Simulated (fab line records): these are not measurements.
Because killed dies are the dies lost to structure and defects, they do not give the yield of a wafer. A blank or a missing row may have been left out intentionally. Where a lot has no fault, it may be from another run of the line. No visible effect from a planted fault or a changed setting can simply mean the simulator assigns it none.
Which of the tools did it? :: flow nand_harc :: 72 wafers sampled from 24 lots at 1 step of a route of 1302

## WHAT THE GAUGES READ, wafer by wafer
NHARC_A_CHANNEL_HOLE_D2_OVL_MEAS_11.
lot: L074
measured: day 12 16:02
on: overlay-01
overlay_x_nm (nm): 0.2 0.9 0.1
overlay_y_nm (nm): 0.2 1.2 0.7

lot: L075
measured: day 13 09:49
on: overlay-01
overlay_x_nm (nm): -0.9 -0.7 -0.2
overlay_y_nm (nm): 0.2 -0.5 0.2

lot: L077
measured: day 14 06:07
on: overlay-02
overlay_x_nm (nm): -0.4 -1.2 -0.7
overlay_y_nm (nm): -0.9 -0.6 -0.7

lot: L076
measured: day 14 06:20
on: overlay-01
overlay_x_nm (nm): -0.1 0.0 0.1
overlay_y_nm (nm): 0.8 1.5 1.0

lot: L078
measured: day 14 22:52
on: overlay-01
overlay_x_nm (nm): 0.5 0.4 0.2
overlay_y_nm (nm): -1.3 -1.8 -1.8

lot: L080
measured: day 15 03:51
on: overlay-01
overlay_x_nm (nm): -1.4 -0.8 -1.2
overlay_y_nm (nm): 0.4 0.9 1.0

lot: L079
measured: day 15 04:49
on: overlay-01
overlay_x_nm (nm): 0.3 -0.1 -0.1
overlay_y_nm (nm): -1.3 -0.7 -1.3

lot: L081
measured: day 16 04:33
on: overlay-02
overlay_x_nm (nm): -1.1 -1.3 -1.5
overlay_y_nm (nm): -1.0 -0.8 -0.8

lot: L082
measured: day 16 08:34
on: overlay-01
overlay_x_nm (nm): 0.1 0.0 0.1
overlay_y_nm (nm): -0.4 -1.2 -1.5

lot: L083
measured: day 16 18:29
on: overlay-01
overlay_x_nm (nm): -0.8 -0.7 -0.4
overlay_y_nm (nm): -1.9 -1.8 -1.9

lot: L084
measured: day 17 09:19
on: overlay-01
overlay_x_nm (nm): 0.3 0.3 -0.4
overlay_y_nm (nm): 2.0 0.8 1.0

lot: L085
measured: day 17 09:32
on: overlay-02
overlay_x_nm (nm): -0.3 -0.4 -0.5
overlay_y_nm (nm): -0.1 -1.3 -0.7

lot: L086
measured: day 17 22:09
on: overlay-01
overlay_x_nm (nm): 0.6 0.1 0.0
overlay_y_nm (nm): 1.1 1.2 0.8

lot: L087
measured: day 18 06:38
on: overlay-01
overlay_x_nm (nm): -0.9 -1.3 -1.2
overlay_y_nm (nm): 0.8 -0.2 0.4

lot: L088
measured: day 19 09:54
on: overlay-02
overlay_x_nm (nm): 1.6 0.8 1.2
overlay_y_nm (nm): 0.6 0.6 0.7

lot: L089
measured: day 19 10:03
on: overlay-01
overlay_x_nm (nm): -0.2 -0.4 -0.5
overlay_y_nm (nm): -0.1 0.2 0.0

lot: L090
measured: day 19 20:44
on: overlay-02
overlay_x_nm (nm): -0.7 -1.1 -1.1
overlay_y_nm (nm): -0.2 -0.4 -0.6

lot: L091
measured: day 19 21:08
on: overlay-01
overlay_x_nm (nm): -0.9 -0.8 -1.0
overlay_y_nm (nm): 0.4 0.0 -0.5

lot: L092
measured: day 20 09:32
on: overlay-02
overlay_x_nm (nm): -0.4 -0.6 -0.5
overlay_y_nm (nm): 0.1 0.1 0.6

lot: L093
measured: day 21 09:25
on: overlay-01
overlay_x_nm (nm): -0.9 -1.2 -1.1
overlay_y_nm (nm): -1.2 0.2 0.0

lot: L094
measured: day 21 10:23
on: overlay-01
overlay_x_nm (nm): -1.7 -1.9 -1.7
overlay_y_nm (nm): 0.9 -0.2 0.6

lot: L095
measured: day 21 22:53
on: overlay-01
overlay_x_nm (nm): -1.0 -0.6 -0.8
overlay_y_nm (nm): -1.4 -2.0 -1.0

lot: L096
measured: day 22 07:04
on: overlay-01
overlay_x_nm (nm): -0.2 -0.6 -0.4
overlay_y_nm (nm): -0.6 -0.2 0.0

lot: L097
measured: day 22 07:14
on: overlay-02
overlay_x_nm (nm): -0.1 -0.3 -0.1
overlay_y_nm (nm): -1.1 -1.3 -1.0

## TOOL THAT RAN EACH LOT (tool first, then ch and the chambers of the sampled wafers, then the start)
No process step before these readings appears in the record.

## AS READ BY THE TOOLS THEMSELVES (means over the sampled wafers that have a number; for cases with no such wafer, the mark the record gives instead)
The record holds no such reading with a usual standard deviation.

## THE ANSWER, worked out from the rows above alone
Rule: what is usual is taken from the lots themselves. The widest of any qualifying gaps counts: lots, ordered by their means at a reading, are off when they make up no more than a third of the lots, leave a main group of 4 or more, and stand apart from it by 3 or more times the standard deviation of that group's means. Not used: any main group whose means are identical at the precision the tables above print for the reading. A lot without any number at a reading at which 4 lots or more have one is off too. The other lots that the step has rows for count as sound. After the gauges, taken in route order, come the tools' own readings; for these a lot's mean is taken, as printed above. The first step at which some lot is off is used, and at that step the reading that is off furthest; a lot without a number counts as furthest.
Nothing can be told from this: no lot is off at any reading shown.

## WHAT HAD BEEN PUT IN BY THE SIMULATOR
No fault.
